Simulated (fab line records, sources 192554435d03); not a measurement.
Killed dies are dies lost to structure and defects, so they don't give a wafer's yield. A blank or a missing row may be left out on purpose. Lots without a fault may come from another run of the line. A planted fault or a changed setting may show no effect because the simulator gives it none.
Chamber matching | flow n5_finfet | N5_BEOL_M0_SAQP_ALD_48 on ald_sin-01: 4 sister chambers
The step deposits SiO2, target thk 20 nm, pulse time 1 s, co reactant pulse time 1 s. 8 wafers are shown with their chamber, then 12 later ones without.

WAFERS WITH THEIR CHAMBER
wafer  | chamber | heater_power_w (W) | precursor_pulse_height_rel
L084.5 | 1       | 65                 | 0.987
L088.1 | 2       | 87                 | 1.016
L088.2 | 1       | 64                 | 1.040
L090.4 | 0       | 84                 | 1.017
L090.6 | 2       | 87                 | 1.016
L091.1 | 3       | 88                 | 0.994
L091.3 | 0       | 84                 | 1.032
L091.6 | 3       | 88                 | 0.992

WAFERS WITHOUT THEIR CHAMBER
wafer  | heater_power_w (W) | precursor_pulse_height_rel
L093.1 | 65                 | 1.024
L093.4 | 83                 | 0.978
L093.5 | 87                 | 0.963
L095.4 | 89                 | 1.003
L095.5 | 86                 | 1.008
L095.6 | 87                 | 1.009
L096.1 | 83                 | 0.991
L096.3 | 87                 | 0.993
L096.5 | 87                 | 0.992
L097.2 | 88                 | 0.998
L097.4 | 90                 | 1.010
L097.5 | 88                 | 0.985

WHICH CHAMBER EACH WENT THROUGH
wafer  | from the rows above     | in truth
L093.1 | 1                       | 1
L093.4 | 0                       | 0
L093.5 | can't be placed: 2 or 3 | 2
L095.4 | 3                       | 3
L095.5 | 2                       | 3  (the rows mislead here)
L095.6 | 2                       | 2
L096.1 | 0                       | 0
L096.3 | can't be placed: 2 or 3 | 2
L096.5 | can't be placed: 2 or 3 | 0
L097.2 | 3                       | 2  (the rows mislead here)
L097.4 | 3                       | 3
L097.5 | 3                       | 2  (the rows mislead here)
Placed correctly: 6 of 12. Can't be placed from these rows: 3 (the true chamber is among the candidates in 2). Placed wrongly: 3.
How it was worked out, from the rows above alone: a wafer's distance from a chamber is the root of the sum, over the readings, of the square of ((its reading less the chamber's mean) divided by the reading's scatter). The wafer belongs to the nearest chamber; if the next one is less than 2 further off, it can't be placed. A chamber's mean is the mean of its shown wafers. The scatter: the root of (the sum of the squares of (reading less its chamber's mean) over the shown wafers, divided by (wafers less chambers)).
